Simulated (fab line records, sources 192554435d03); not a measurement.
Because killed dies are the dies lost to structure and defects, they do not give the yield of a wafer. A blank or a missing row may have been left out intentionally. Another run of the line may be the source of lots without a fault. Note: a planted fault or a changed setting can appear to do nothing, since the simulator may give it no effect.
Chamber matching :: flow n5_finfet :: N5_BEOL_M6_STRIP_36 on rie_diel-02 has 4 sister chambers
The step strips in N2/H2. 4 wafers are shown with their chamber, then 8 later ones without.

## WAFERS WITH THEIR CHAMBER
wafer: L088.2
chamber: 0
throttle_valve_pct (%): 23.7

wafer: L087.5
chamber: 3
throttle_valve_pct (%): 23.8

wafer: L087.6
chamber: 2
throttle_valve_pct (%): 24.0

wafer: L090.1
chamber: 1
throttle_valve_pct (%): 23.2

## WAFERS WITHOUT THEIR CHAMBER
wafer: L090.2
throttle_valve_pct (%): 23.7

wafer: L090.5
throttle_valve_pct (%): 23.7

wafer: L093.1
throttle_valve_pct (%): 23.2

wafer: L093.4
throttle_valve_pct (%): 23.8

wafer: L093.6
throttle_valve_pct (%): 23.7

wafer: L097.3
throttle_valve_pct (%): 23.7

wafer: L097.4
throttle_valve_pct (%): 23.9

wafer: L097.6
throttle_valve_pct (%): 23.8

## CHAMBER TAKEN BY EACH
wafer: L090.2
from the rows above: 0
in truth: 0

wafer: L090.5
from the rows above: 0
in truth: 0

wafer: L093.1
from the rows above: 1
in truth: 1

wafer: L093.4
from the rows above: 3
in truth: 3

wafer: L093.6
from the rows above: 0
in truth: 0

wafer: L097.3
from the rows above: 0
in truth: 0

wafer: L097.4
from the rows above: can't be placed: 3 or 2
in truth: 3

wafer: L097.6
from the rows above: 3
in truth: 3
Placed correctly: 7 of 8. Unplaceable from these rows: 1, with the true chamber sitting among the candidates in 1. Wrongly placed: 0.
How it was worked out, from the rows above alone: a wafer's distance from a chamber is the root of the sum, over the readings, of the square of ((its reading less the chamber's mean) divided by the reading's scatter). If the next closest chamber is less than 2 further off than the closest, the wafer can't be placed; otherwise it belongs to the closest. A chamber's mean is the mean of its shown wafers. The scatter: with one shown wafer a chamber, the root of the mean of the squares of how far each hidden wafer lies from its nearest shown one.
